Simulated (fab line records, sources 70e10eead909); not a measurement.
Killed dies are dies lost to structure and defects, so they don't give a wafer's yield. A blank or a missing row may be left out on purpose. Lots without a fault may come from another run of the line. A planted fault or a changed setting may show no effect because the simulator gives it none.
fab line records | flow nand_harc | part 1 of 2: steps 1 to 17 of 27
record lots=5 wafers=15 last_day=25
route steps=1159 shown A_CONTACT@933
lots that met no fault: from a run of the same line without faults
start_h: hours from the record's first day to the start of the lot's first wafer shown | wait_h: hours since the lot's step before | " the same as in the row above | L1.1+2: a row that stands for several wafers | - no value, or no start given | * or withheld: withheld | < > ~ a bound
route shown NAME@n: a module of which the file shows steps, and the number in the route of the first | usual: mean/standard deviation of fault-free wafers | same: alike in all rows | chamber/n: place in a boat | sites: the reading at each site | _std_site: their standard deviation | _edge_site: outer sites' mean less inner sites' | radius_mm: how far each site lies from the wafer's centre | mask NAME#n: copy n | behind: the tool/chamber that last shaped the wafer | hold: why the lot was held/for how many hours/how that ended | device: the transistor (n, p or np) that didn't switch | end of line: the same wafers' tests at the end of the route | a step without rows: its recipe alone | killed: dies lost to structure and defects at the first sort, not the wafer's yield | map: a wafer's dies, x killed, . not, _ none there
set.NAME: the setting as run; set.NAME@STEP: as run at that earlier step | model.NAME: the simulator's own value behind a step, which no gauge read
lots at some steps of the route; a table a step, a row a wafer
services: from which hour (start_h, from the record's first day; less than 0 if before it) a tool's chamber was out of use, for how many hours, and why
## steps
# step NHARC_A_CONTACT_PEB_06
# recipe peb_temp_c=100 peb_time_s=65
# columns lot.wafer tool chamber start_h wait_h
L079.3+5+6 litho_track-01 0 401.81 0.0
L080.3+5+6 litho_track-04 0 446.04 0.0
L086.1+4+6 litho_track-06 0 457.40 0.1
L091.3+4+6 litho_track-01 0 484.98 0.1
L094.1+2+6 litho_track-04 0 510.24 0.1
# step NHARC_A_CONTACT_DEVELOP_07
# recipe develop_time_s=35 dev_temp_c=23
# columns lot.wafer tool chamber start_h wait_h
L079.3+5+6 litho_track-01 0 - -
L080.3+5+6 litho_track-04 0 - -
L086.1+4+6 litho_track-06 0 - -
L091.3+4+6 litho_track-01 0 - -
L094.1+2+6 litho_track-04 0 - -
# step NHARC_A_CONTACT_CD_MEAS_08
# recipe target_cd_nm=100 landing_energy_ev=500
# usual cd_nm=99.8/0.55
# columns lot.wafer tool chamber start_h wait_h cd_nm
L079.3 cd_sem-02 0 401.90 - 100.3
L079.5 " 0 " " 100.1
L079.6 " 0 " " 100.1
L080.3 cd_sem-01 0 446.12 - 100.1
L080.5 " 0 " " 100.1
L080.6 " 0 " " 100.6
L086.1 cd_sem-02 0 457.48 - 99.4
L086.4 " 0 " " 99.9
L086.6 " 0 " " 99.4
L091.3 cd_sem-03 0 485.06 - 100.7
L091.4 " 0 " " 100.4
L091.6 " 0 " " 100.0
L094.1 cd_sem-03 0 510.32 - 100.5
L094.2 " 0 " " 99.5
L094.6 " 0 " " 99.6
# step NHARC_A_CONTACT_OVL_MEAS_09
# usual overlay_x_nm=0.1/0.83 overlay_y_nm=-0.2/0.92
# columns lot.wafer tool chamber start_h wait_h overlay_x_nm overlay_y_nm
L079.3 overlay-02 - 401.98 - 1.8 -0.7
L079.5 " - " " 1.2 -0.2
L079.6 " - " " 1.1 -1.0
L080.3 overlay-02 - 446.21 - 0.6 -0.7
L080.5 " - " " 0.8 -1.1
L080.6 " - " " 0.8 -0.9
L086.1 overlay-01 - 457.56 - -0.8 -2.5
L086.4 " - " " -1.5 -2.8
L086.6 " - " " -1.1 -1.9
L091.3 overlay-01 - 485.16 - -0.8 0.7
L091.4 " - " " -1.2 0.7
L091.6 " - " " -0.7 1.4
L094.1 overlay-01 - 510.41 - -0.9 1.2
L094.2 " - " " -1.3 0.8
L094.6 " - " " -0.4 0.5
# step NHARC_A_CONTACT_INSPECT_10
# usual raw_defect_count=33/15
# columns lot.wafer tool chamber start_h wait_h raw_defect_count
L079.3 defect_inspect-02 - 402.02 0.0 27
L079.5 " - " " 31
L079.6 " - " " 36
L080.3 defect_inspect-01 - 446.24 0.0 51
L080.5 " - " " 43
L080.6 " - " " 45
L086.1 defect_inspect-01 - 457.60 0.0 34
L086.4 " - " " 33
L086.6 " - " " 29
L091.3 defect_inspect-02 - 485.20 0.0 29
L091.4 " - " " 33
L091.6 " - " " 33
L094.1 defect_inspect-02 - 510.45 0.0 45
L094.2 " - " " 30
L094.6 " - " " 41
# step NHARC_A_CONTACT_DESCUM_13
# recipe time_s=3 o2_flow_sccm=200 ar_flow_sccm=0 bias_power_w=0 chemistry=O2
# usual drypump_motor_current_A=5.7/0.52 mfc_ar_sccm=0.008/0.0093 oes_product_au=0.999/0.01 rf_vpp_V=57.8/0.82 showerhead_plenum_p_Torr=1.92/0.075 throttle_valve_pct=11.310/0.011
# columns lot.wafer tool chamber start_h wait_h drypump_motor_current_A mfc_ar_sccm oes_product_au rf_hours_counter_h rf_vpp_V showerhead_plenum_p_Torr throttle_valve_pct
L079.3 rie_diel-06 3 402.17 0.2 6.4 0.026 1.012 33 57.1 1.84 11.316
L079.6 " 0 " " 4.9 0 1.013 - 56.2 1.82 11.303
L079.5 " 1 " " 6.0 0.013 1.008 - 56.7 1.95 11.320
L080.3 rie_diel-06 3 446.33 0.1 6.4 0.026 1.015 6 56.7 1.83 11.301
L080.5 " 0 " " 4.9 0 1.001 - 58.1 1.82 11.312
L080.6 " 1 " " 6.0 0.013 1.000 - 58.5 1.94 11.317
L086.4 rie_diel-09 2 457.68 0.1 5.7 0.017 0.977 9 56.3 1.93 11.321
L086.1 " 3 " " 4.8 0 0.987 10 58.0 1.92 11.306
L086.6 " 1 " " 5.8 0.004 0.990 - 58.5 1.95 11.326
L091.4 rie_diel-13 3 485.26 0.1 5.0 0.011 0.993 8 58.0 1.97 11.310
L091.3 " 1 " " 6.4 0 0.981 10 58.3 1.90 11.325
L091.6 " 3 " " 5.0 0.011 0.993 - 59.0 1.97 11.293
L094.2 rie_diel-06 0 510.52 0.1 4.9 0 1.000 14 57.9 1.82 11.325
L094.1 " 2 " " 5.7 0 0.988 19 57.5 2.01 11.324
L094.6 " 0 " " 4.9 0 0.996 - 55.6 1.82 11.313
# step NHARC_A_CONTACT_ETCH_88
# recipe target_depth_a=390 over_etch_frac=0.3 time_s=65 ion_energy_ev=80 cf4_flow_sccm=150 ar_flow_sccm=0 rf_w=300 bias_w=100 chemistry=CF4
# usual drypump_motor_current_A=5.7/0.5 mfc_ar_sccm=0.008/0.0091 oes_product_au=0.999/0.011 rf_vpp_V=151.3/1 showerhead_plenum_p_Torr=1.78/0.065 throttle_valve_pct=13.284/0.009
# columns lot.wafer tool chamber start_h wait_h drypump_motor_current_A mfc_ar_sccm oes_product_au rf_hours_counter_h rf_vpp_V showerhead_plenum_p_Torr throttle_valve_pct
L079.3 rie_diel-06 0 402.27 0.1 4.9 0 1.007 32 150.4 1.69 13.284
L079.5 " 1 " " 6.0 0.013 1.007 - 153.3 1.80 13.281
L079.6 " 2 " " 5.7 0 1.014 - 152.3 1.86 13.284
L080.3 rie_diel-06 3 446.40 0.1 6.3 0.026 1.014 6 150.7 1.70 13.285
L080.5 " 1 " " 6.0 0.013 0.999 - 151.9 1.79 13.291
L080.6 " 2 " " 5.7 0 1.006 - 152.0 1.86 13.280
L086.4 rie_diel-09 0 457.75 0.1 5.7 0.013 0.985 8 152.2 1.83 13.303
L086.1 " 1 " " 5.7 0.004 0.980 8 151.4 1.80 13.290
L086.6 " 0 " " 5.7 0.013 0.988 - 151.9 1.83 13.284
L091.3 rie_diel-13 1 485.35 0.1 6.4 0 0.994 10 150.1 1.76 13.287
L091.4 " 3 " " 5.1 0.011 0.999 8 152.7 1.82 13.295
L091.6 " 0 " " 6.1 0 0.985 - 152.0 1.91 13.293
L094.1 rie_diel-06 3 511.13 0.6 6.3 0.026 1.035 20 149.2 1.70 13.297
L094.2 " 0 " " 4.9 0 1.009 14 150.1 1.68 13.286
L094.6 " 3 " " 6.3 0.026 1.029 - 150.7 1.70 13.289
# step NHARC_A_CONTACT_ETCH_89
# recipe target_depth_a=2600 over_etch_frac=0.3 time_s=475.3 ion_energy_ev=200 n2_flow_sccm=150 h2_flow_sccm=150 ar_flow_sccm=0 rf_w=400 bias_w=150 chemistry=N2/H2
# usual drypump_motor_current_A=5.7/0.5 mfc_ar_sccm=0.008/0.0092 n2_flow_sccm=150.0/0.42 oes_product_au=0.999/0.013 rf_vpp_V=430.8/2.3 showerhead_plenum_p_Torr=2.05/0.078 throttle_valve_pct=14.168/0.0095
# columns lot.wafer tool chamber start_h wait_h drypump_motor_current_A mfc_ar_sccm n2_flow_sccm oes_product_au rf_hours_counter_h rf_vpp_V showerhead_plenum_p_Torr throttle_valve_pct
L079.3 rie_diel-06 3 - - 6.3 0.026 150.6 1.017 33 428.0 1.95 14.178
L079.6 " 1 " " 6.0 0.013 150.5 1.016 - 430.7 2.08 14.168
L079.5 " 2 " " 5.7 0 150.5 1.005 - 434.6 2.15 14.160
L080.3 rie_diel-06 3 - - 6.3 0.026 149.8 1.007 6 428.2 1.95 14.161
L080.5 " 1 " " 6.0 0.013 149.7 0.996 - 431.3 2.07 14.183
L080.6 " 2 " " 5.7 0 151.2 1.007 - 434.4 2.15 14.170
L086.1 rie_diel-09 2 - - 5.8 0.017 150.0 0.981 9 431.3 2.06 14.166
L086.4 " 3 " " 4.8 0 150.4 0.998 10 430.2 2.05 14.155
L086.6 " 3 " " 4.8 0 150.5 0.996 - 430.8 2.04 14.176
L091.3 rie_diel-13 2 - - 6.0 0 149.7 0.982 8 431.5 2.08 14.159
L091.4 " 3 " " 5.0 0.011 150.4 0.998 8 432.9 2.11 14.169
L091.6 " 2 " " 5.9 0 149.9 0.981 - 430.8 2.08 14.178
L094.1 rie_diel-06 3 - - 6.3 0.026 149.3 1.011 20 428.1 1.95 14.173
L094.2 " 2 " " 5.8 0 150.3 1.000 20 433.7 2.15 14.192
L094.6 " 3 " " 6.4 0.026 149.7 1.018 - 428.4 1.95 14.162
# step NHARC_A_CONTACT_ETCH_30
# recipe target_depth_a=605 time_s=30.2 cf4_flow_sccm=100 chf3_flow_sccm=30 ar_flow_sccm=0 rf_w=500 bias_w=200 chemistry=CF4/CHF3
# usual chf3_flow_sccm=30.01/0.087 drypump_motor_current_A=5.7/0.5 mfc_ar_sccm=0.008/0.0095 oes_product_au=0.931/0.018 rf_vpp_V=370.9/2.1 showerhead_plenum_p_Torr=1.58/0.055 throttle_valve_pct=16.802/0.0093
# columns lot.wafer tool chamber start_h wait_h chf3_flow_sccm drypump_motor_current_A mfc_ar_sccm oes_product_au rf_hours_counter_h rf_vpp_V showerhead_plenum_p_Torr throttle_valve_pct
L079.3 rie_diel-06 1 - - 30.20 6.0 0.013 0.922 33 370.1 1.60 16.815
L079.6 " 1 " " 29.95 6.0 0.013 0.928 - 371.6 1.60 16.779
L079.5 " 2 " " 30.12 5.8 0 0.923 - 373.8 1.65 16.806
L080.3 rie_diel-06 1 - - 30.02 6.0 0.013 0.926 6 370.9 1.60 16.805
L080.6 " 3 " " 29.96 6.3 0.026 0.936 - 367.5 1.51 16.810
L080.5 " 0 " " 29.98 4.9 0 0.925 - 367.2 1.50 16.808
L086.4 rie_diel-09 1 - - 30.01 5.8 0.004 0.917 8 371.1 1.60 16.806
L086.1 " 0 " " 30.08 5.7 0.013 0.912 8 372.8 1.63 16.793
L086.6 " 2 " " 29.99 5.7 0.017 0.895 - 370.2 1.59 16.811
L091.4 rie_diel-13 2 - - 30.07 5.9 0 0.918 8 372.1 1.60 16.804
L091.3 " 3 " " 30.10 5.0 0.011 0.927 8 371.6 1.62 16.814
L091.6 " 1 " " 30.00 6.4 0 0.913 - 370.7 1.57 16.816
L094.2 rie_diel-06 2 - - 30.02 5.8 0 0.940 20 374.6 1.65 16.791
L094.1 " 3 " " 29.92 6.3 0.026 0.963 20 368.5 1.51 16.801
L094.6 " 2 " " 30.01 5.7 0 0.932 - 372.8 1.65 16.812
# step NHARC_A_CONTACT_ETCH_31
# recipe target_depth_a=20000 over_etch_frac=0.3 time_s=520 ion_energy_ev=150 o2_flow_sccm=400 cos_flow_sccm=20 ar_flow_sccm=0 rf_w=500 bias_w=300 chemistry=O2/COS
# usual drypump_motor_current_A=5.7/0.5 mfc_ar_sccm=0.008/0.009 oes_product_au=0.998/0.013 rf_vpp_V=314.4/1.6 showerhead_plenum_p_Torr=3.14/0.11 throttle_valve_pct=28.331/0.0091
# columns lot.wafer tool chamber start_h wait_h drypump_motor_current_A mfc_ar_sccm oes_product_au rf_hours_counter_h rf_vpp_V showerhead_plenum_p_Torr throttle_valve_pct
L079.3 rie_diel-06 2 - - 5.8 0 1.011 35 315.1 3.28 28.309
L079.6 " 1 " " 6.0 0.013 1.013 - 314.5 3.17 28.328
L079.5 " 2 " " 5.8 0 1.011 - 315.4 3.28 28.332
L080.3 rie_diel-06 1 - - 6.0 0.013 1.008 6 314.8 3.17 28.343
L080.6 " 1 " " 6.0 0.013 1.003 - 313.7 3.17 28.329
L080.5 " 2 " " 5.8 0 0.997 - 316.4 3.28 28.329
L086.4 rie_diel-09 0 - - 5.7 0.013 0.998 9 316.1 3.24 28.331
L086.1 " 3 " " 4.8 0 0.990 10 314.2 3.13 28.335
L086.6 " 0 " " 5.7 0.013 0.987 - 316.5 3.24 28.329
L091.4 rie_diel-13 2 - - 6.0 0 0.996 8 315.1 3.18 28.321
L091.3 " 0 " " 6.1 0 0.980 10 318.2 3.37 28.331
L091.6 " 1 " " 6.4 0 0.986 - 313.8 3.11 28.323
L094.2 rie_diel-06 3 - - 6.3 0.026 1.025 20 312.6 2.99 28.320
L094.1 " 0 " " 4.9 0 0.999 15 310.5 2.97 28.312
L094.6 " 1 " " 6.0 0.013 1.011 - 314.7 3.16 28.335
# step NHARC_A_CONTACT_ETCH_134
# recipe source_w=withheld pressure_mtorr=20 bias_v=withheld time_s=140 target_depth_a=7000 ar_flow_sccm=withheld c4f8_flow_sccm=withheld o2_flow_sccm=withheld chemistry=C4F8/O2/Ar
# columns lot.wafer tool chamber start_h wait_h rf_hours_counter_h
L079.3 har_cap_etch-01 0 403.23 - -
L079.5 " 0 " " -
L079.6 " 1 " " -
L080.3 har_cap_etch-01 1 447.71 - -
L080.6 " 0 " " -
L080.5 " 1 " " -
L086.1 har_cap_etch-02 1 458.72 - 26
L086.4 " 0 " " -
L086.6 " 1 " " -
L091.4 har_cap_etch-02 0 486.35 - -
L091.3 " 1 " " -
L091.6 " 0 " " -
L094.2 har_cap_etch-01 1 512.40 - 82
L094.1 " 0 " " 82
L094.6 " 1 " " -
# step NHARC_A_CONTACT_ETCH_135
# recipe source_w=withheld pressure_mtorr=20 bias_v=3000 time_s=132 target_depth_a=12870 ar_flow_sccm=withheld c4f8_flow_sccm=withheld o2_flow_sccm=withheld chemistry=C4F8/O2/Ar
# columns lot.wafer tool chamber start_h wait_h rf_hours_counter_h
L079.3 har_cap_etch-01 0 403.40 0.1 -
L079.5 " 0 " " -
L079.6 " 1 " " -
L080.3 har_cap_etch-01 1 447.87 0.1 -
L080.6 " 0 " " -
L080.5 " 1 " " -
L086.1 har_cap_etch-02 1 458.91 0.2 26
L086.4 " 0 " " -
L086.6 " 1 " " -
L091.4 har_cap_etch-02 0 486.58 0.2 -
L091.3 " 1 " " -
L091.6 " 0 " " -
L094.2 har_cap_etch-01 1 512.61 0.2 83
L094.1 " 0 " " 83
L094.6 " 1 " " -
# step NHARC_A_CONTACT_ETCH_136
# recipe source_w=withheld pressure_mtorr=20 bias_v=3000 time_s=132 target_depth_a=12870 ar_flow_sccm=withheld c4f8_flow_sccm=withheld o2_flow_sccm=withheld chemistry=C4F8/O2/Ar
# columns lot.wafer tool chamber start_h wait_h rf_hours_counter_h
L079.3 har_cap_etch-01 0 403.53 0.1 -
L079.5 " 0 " " -
L079.6 " 1 " " -
L080.3 har_cap_etch-01 1 447.99 0.1 -
L080.6 " 0 " " -
L080.5 " 1 " " -
L086.1 har_cap_etch-02 1 459.03 0.1 26
L086.4 " 0 " " -
L086.6 " 1 " " -
L091.4 har_cap_etch-02 0 486.75 0.1 -
L091.3 " 1 " " -
L091.6 " 0 " " -
L094.2 har_cap_etch-01 1 512.73 0.1 83
L094.1 " 0 " " 83
L094.6 " 1 " " -
# step NHARC_A_CONTACT_ETCH_137
# recipe source_w=withheld pressure_mtorr=20 bias_v=3000 time_s=132 target_depth_a=12870 ar_flow_sccm=withheld c4f8_flow_sccm=withheld o2_flow_sccm=withheld chemistry=C4F8/O2/Ar
# columns lot.wafer tool chamber start_h wait_h rf_hours_counter_h
L079.3 har_cap_etch-01 0 403.65 0.1 -
L079.5 " 0 " " -
L079.6 " 1 " " -
L080.3 har_cap_etch-01 1 448.11 0.1 -
L080.6 " 0 " " -
L080.5 " 1 " " -
L086.1 har_cap_etch-02 1 459.16 0.1 26
L086.4 " 0 " " -
L086.6 " 1 " " -
L091.4 har_cap_etch-02 0 486.92 0.1 -
L091.3 " 1 " " -
L091.6 " 0 " " -
L094.2 har_cap_etch-01 1 512.85 0.1 83
L094.1 " 0 " " 83
L094.6 " 1 " " -
# step NHARC_A_CONTACT_ETCH_138
# recipe source_w=withheld pressure_mtorr=20 bias_v=3000 time_s=132 target_depth_a=12890 ar_flow_sccm=withheld c4f8_flow_sccm=withheld o2_flow_sccm=withheld chemistry=C4F8/O2/Ar
# columns lot.wafer tool chamber start_h wait_h rf_hours_counter_h
L079.3 har_cap_etch-01 0 403.77 0.1 -
L079.5 " 0 " " -
L079.6 " 1 " " -
L080.3 har_cap_etch-01 1 448.24 0.1 -
L080.6 " 0 " " -
L080.5 " 1 " " -
L086.1 har_cap_etch-02 1 459.28 0.1 27
L086.4 " 0 " " -
L086.6 " 1 " " -
L091.4 har_cap_etch-02 0 487.08 0.1 -
L091.3 " 1 " " -
L091.6 " 0 " " -
L094.2 har_cap_etch-01 1 512.97 0.1 83
L094.1 " 0 " " 83
L094.6 " 1 " " -
# step NHARC_A_CONTACT_ETCH_139
# recipe source_w=withheld pressure_mtorr=20 bias_v=400 time_s=137 target_depth_a=5900 ar_flow_sccm=withheld c4f8_flow_sccm=11.5 o2_flow_sccm=7.2 chemistry=C4F8/O2/Ar
# columns lot.wafer tool chamber start_h wait_h rf_hours_counter_h
L079.3 har_cap_etch-01 0 403.93 0.1 -
L079.5 " 0 " " -
L079.6 " 1 " " -
L080.3 har_cap_etch-01 1 448.41 0.2 -
L080.6 " 0 " " -
L080.5 " 1 " " -
L086.1 har_cap_etch-02 1 459.42 0.1 27
L086.4 " 0 " " -
L086.6 " 1 " " -
L091.4 har_cap_etch-02 0 487.29 0.2 -
L091.3 " 1 " " -
L091.6 " 0 " " -
L094.2 har_cap_etch-01 1 513.09 0.1 83
L094.1 " 0 " " 83
L094.6 " 1 " " -
# step NHARC_A_CONTACT_ETCH_92
# recipe target_depth_a=400 over_etch_frac=0.5 time_s=85.7 ion_energy_ev=120 ch3f_flow_sccm=50 o2_flow_sccm=30 ar_flow_sccm=200 rf_w=500 bias_w=100 chemistry=CH3F/O2
# usual drypump_motor_current_A=5.7/0.5 mfc_ar_sccm=200.0/0.62 oes_product_au=0.937/0.027 rf_vpp_V=244.6/1.5 showerhead_plenum_p_Torr=2.47/0.091 throttle_valve_pct=20.663/0.0092
# columns lot.wafer tool chamber start_h wait_h drypump_motor_current_A mfc_ar_sccm oes_product_au rf_hours_counter_h rf_vpp_V showerhead_plenum_p_Torr throttle_valve_pct
L079.3 rie_diel-06 0 404.30 0.3 5.0 201.2 0.935 32 243.7 2.34 20.674
L079.6 " 1 " " 6.0 200.1 0.932 - 245.1 2.50 20.656
L079.5 " 2 " " 5.8 201.5 0.939 - 246.9 2.59 20.659
L080.3 rie_diel-13 1 448.76 0.3 6.4 199.7 0.918 64 244.5 2.45 20.675
L080.5 " 2 " " 6.0 199.1 0.910 - 246.0 2.51 20.652
L080.6 " 3 " " 5.0 200.7 0.932 - 245.9 2.54 20.666
L086.4 rie_diel-06 0 459.78 0.3 4.9 199.4 0.936 3 242.7 2.34 20.662
L086.1 " 3 " " 6.3 199.2 0.944 9 243.1 2.36 20.653
L086.6 " 1 " " 6.0 199.8 0.929 - 244.7 2.49 20.676
L091.4 rie_diel-06 2 487.66 0.3 5.7 198.7 0.927 14 244.3 2.58 20.669
L091.3 " 0 " " 4.9 199.6 0.923 10 243.0 2.34 20.662
L091.6 " 2 " " 5.7 199.2 0.928 - 244.0 2.58 20.660
L094.2 rie_diel-06 1 513.52 0.4 6.0 200.9 0.938 16 244.2 2.49 20.664
L094.1 " 2 " " 5.8 200.0 0.933 20 247.6 2.58 20.674
L094.6 " 1 " " 6.0 201.3 0.943 - 245.9 2.49 20.660
